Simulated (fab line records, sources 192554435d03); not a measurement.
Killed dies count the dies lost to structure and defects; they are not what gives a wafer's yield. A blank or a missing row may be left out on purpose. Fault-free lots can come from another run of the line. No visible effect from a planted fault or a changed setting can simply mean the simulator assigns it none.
Comparing a struck lot with a sound one -- flow n5-finfet -- 36 out of 1938 route steps
Sound: these wafers, L190.2, L190.4, L190.5. Wafers struck: L182.1, L182.5, L182.6. Last of all comes the cause.
For every step that has rows: the tool of each side, followed by ch and its chambers, followed by its first start. Under that, the readings that differ: sound wafers -- struck wafers -- difference of the means -- sigmas: that difference in standard deviations of wafers without a fault.
alike: same words and numbers on both sides, and readings whose means sit less than 2 such deviations apart. not compared: any withheld reading, any reading some wafer has no value for, any bound like >300 that may hide the same value, and any number with overlapping values for which the record gives no deviation.
Wherever a step has rows on one side only, a row that says differs or no value, or a row with sigmas, the two part there. Non-overlapping numbers with no deviation appear without sigmas and do not part them. Lack of a reading on every wafer of one side parts them only where that side has two or more wafers.

first, 9 steps without rows for these wafers: N5_BEOL_M4_ANNEAL_95 (time 240 s); N5_BEOL_M4_SPUTTER_96 (material Cu, target thk 4.5 nm, time 8.29 s); N5_BEOL_M4_ECD_50 (material Cu, target thk 300 nm); N5_BEOL_M4_ANNEAL_51 (time 90 s); N5_BEOL_M4_CMP_52 (polishes, stops on SiOC, t overpolish 6.8 s, target thk 40 nm); N5_BEOL_M4_PRE_CLEAN_60 (time 15 s); N5_BEOL_M4_CO_CAP_55 (material Co, precursor CCTBA/H2, target thk 2 nm, time 102.1 s); N5_BEOL_M4_PRE_CLEAN_56 (time 15 s); N5_BEOL_M4_DEP_57 (deposits SiCN from 3MS/NH3, target thk 8 nm, time 14 s).
N5_BEOL_M4_RC_MEAS_101:
  sound on prober-01 ch 0, day 12 14:20; struck on prober-02 ch 0, day 10 09:10
reading,sound,struck,difference,sigmas
IOFF_P (nA/um),0.21 0.19 0.18,0.28 0.27 0.24,+0.07,+2
ION_P (uA/um),454 456 449,470 466 471,+16,+2
  alike: DIBL_N, DIBL_P, IOFF_N, ION_N, SS_N, SS_P, VT_N, VT_P
then, 24 steps without rows for these wafers: N5_BEOL_M5_ILD_DEP_00 (deposits SiCOH lowk from DEMS/porogen, target thk 140.64 nm, time 25.9 s); N5_BEOL_M5_CURE_79 (cures SiCOH lowk, time 240 s); N5_BEOL_M5_PECVD_70 (deposits SiO2 from TEOS/O2, target thk 16 nm, time 18 s); N5_BEOL_M5_HM_DEP_02 (deposits TiN, target thk 20 nm); N5_BEOL_M5_COAT_59 (time 60 s, resist thk 60 nm); N5_BEOL_M5_COAT_60 (time 60 s, resist thk 12 nm); N5_BEOL_M5_COAT_71 (time 60 s, resist thk 5 nm); N5_BEOL_M5_COAT_05 (resist thk 30 nm); N5_BEOL_M5_EBR_07; N5_BEOL_M5_SOFTBAKE_06 (time 60 s); N5_BEOL_M5_EXPOSE_08 (exposes mask M5, target cd 28 nm); N5_BEOL_M5_PEB_09 (peb time 60 s); N5_BEOL_M5_DEVELOP_10 (develop time 30 s); N5_BEOL_M5_DESCUM_16 (chemistry O2, time 7 s); N5_BEOL_M5_ETCH_72 (etches underlayer in N2/H2, target depth 6.5 nm, time 5.2 s); N5_BEOL_M5_ETCH_61 (etches SiARC in CF4, target depth 15.6 nm, time 26 s); N5_BEOL_M5_ETCH_62 (etches SOC in N2/H2, target depth 75 nm, overetch 15 nm, time 112.5 s); N5_BEOL_M5_STRIP_63 (strips in N2/H2); N5_BEOL_M5_STRIP_73 (strips in N2/H2); N5_BEOL_M5_STRIP_64 (strips in CF4); N5_BEOL_M5_HM_OPEN_17 (chemistry Cl2/BCl3, target TiN, target depth 20 nm, overetch 6 nm); N5_BEOL_M5_STRIP_19 (strips in O2); N5_BEOL_M5_COAT_65 (time 60 s, resist thk 60 nm); N5_BEOL_M5_COAT_66 (time 60 s, resist thk 12 nm).
-- the record jumps here: 3 days lie between the struck wafers' starts before and after (it left off in module BEOL_M5 and takes up again in module BEOL_M14, whose first step shown is number 1751 of the route) --
N5_BEOL_M14_ETCH_68: etches SOC in N2/H2, time 450 s.
  sound on rie-diel-02 ch 0,1, day 16 04:41; struck on rie-diel-06 ch 0,1,3, day 13 08:13
  no value came back on the struck wafers for any of 8 readings (bias-w (W), chamber-pressure-mTorr (mTorr) and others); on the sound wafers bias-w (W) reads 349.7 350.3 350.4
reading,sound,struck,difference,sigmas
model.coat_of_BEOL_M14_COAT_22.thk-nm (nm),0 0 0,212.4 213.6 212.2,+212.7,
model.SiARC_of_BEOL_M14_COAT_66.thk-nm (nm),65 64.8 64.6,110.2 110.2 110.2,+45.4,
  not compared: rf-hours-counter-h
N5_PASSIVATION_PROBE_49:
  rows exist in the record for the struck wafers here (prober-01, day 14 08:34), but not for the sound ones

WHERE THEY PART
At N5_BEOL_M4_RC_MEAS_101 first; at N5_PASSIVATION_PROBE_49 last (within this record only).

WHY: what had been put in by the simulator
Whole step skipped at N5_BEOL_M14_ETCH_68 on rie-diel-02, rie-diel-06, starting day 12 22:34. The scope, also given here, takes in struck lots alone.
